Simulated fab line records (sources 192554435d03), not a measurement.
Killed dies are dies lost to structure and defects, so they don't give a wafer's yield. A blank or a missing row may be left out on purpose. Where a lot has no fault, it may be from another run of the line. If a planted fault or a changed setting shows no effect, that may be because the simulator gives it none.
Matching of chambers / flow n5 finfet / cvd co-01 running N5_BEOL_M2_CO_CAP_55: 3 sister chambers
The step material Co, precursor CCTBA/H2, target thk 2 nm, time 102.1 s. 6 wafers are shown with their chamber, then 12 later ones without.

WAFERS PAIRED WITH THEIR CHAMBERS
wafer=L087.4; chamber=2; heater power w (W)=206
wafer=L089.1; chamber=0; heater power w (W)=250
wafer=L089.5; chamber=2; heater power w (W)=215
wafer=L090.3; chamber=1; heater power w (W)=231
wafer=L090.5; chamber=0; heater power w (W)=248
wafer=L090.6; chamber=1; heater power w (W)=237

WAFERS WITHOUT THEIR CHAMBER
wafer=L091.1; heater power w (W)=209
wafer=L091.4; heater power w (W)=237
wafer=L091.5; heater power w (W)=254
wafer=L093.2; heater power w (W)=237
wafer=L093.3; heater power w (W)=252
wafer=L093.4; heater power w (W)=213
wafer=L095.2; heater power w (W)=207
wafer=L095.4; heater power w (W)=245
wafer=L095.6; heater power w (W)=236
wafer=L096.1; heater power w (W)=240
wafer=L096.5; heater power w (W)=239
wafer=L096.6; heater power w (W)=210

WHICH CHAMBER EACH ONE RAN IN
wafer=L091.1; from the rows above=2; in truth=2
wafer=L091.4; from the rows above=1; in truth=1
wafer=L091.5; from the rows above=0; in truth=0
wafer=L093.2; from the rows above=1; in truth=1
wafer=L093.3; from the rows above=0; in truth=0
wafer=L093.4; from the rows above=2; in truth=2
wafer=L095.2; from the rows above=2; in truth=2
wafer=L095.4; from the rows above=can't be placed: 0 or 1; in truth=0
wafer=L095.6; from the rows above=1; in truth=1
wafer=L096.1; from the rows above=can't be placed: 1 or 0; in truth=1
wafer=L096.5; from the rows above=can't be placed: 1 or 0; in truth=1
wafer=L096.6; from the rows above=2; in truth=2
Correct placement for 9 of the 12. Unplaceable from these rows: 3, with the true chamber sitting among the candidates in 3. 0 placed wrongly.
How it was worked out, from the rows above alone: a wafer's distance from a chamber is the root of the sum, over the readings, of the square of ((its reading less the chamber's mean) divided by the reading's scatter). If the next closest chamber is less than 2 further off than the closest, the wafer can't be placed; otherwise it belongs to the closest. Each chamber's mean is taken over the wafers shown for it. The scatter is the square root of a quotient: the sum, over the shown wafers, of each reading's squared deviation from its chamber's mean, divided by wafers minus chambers.
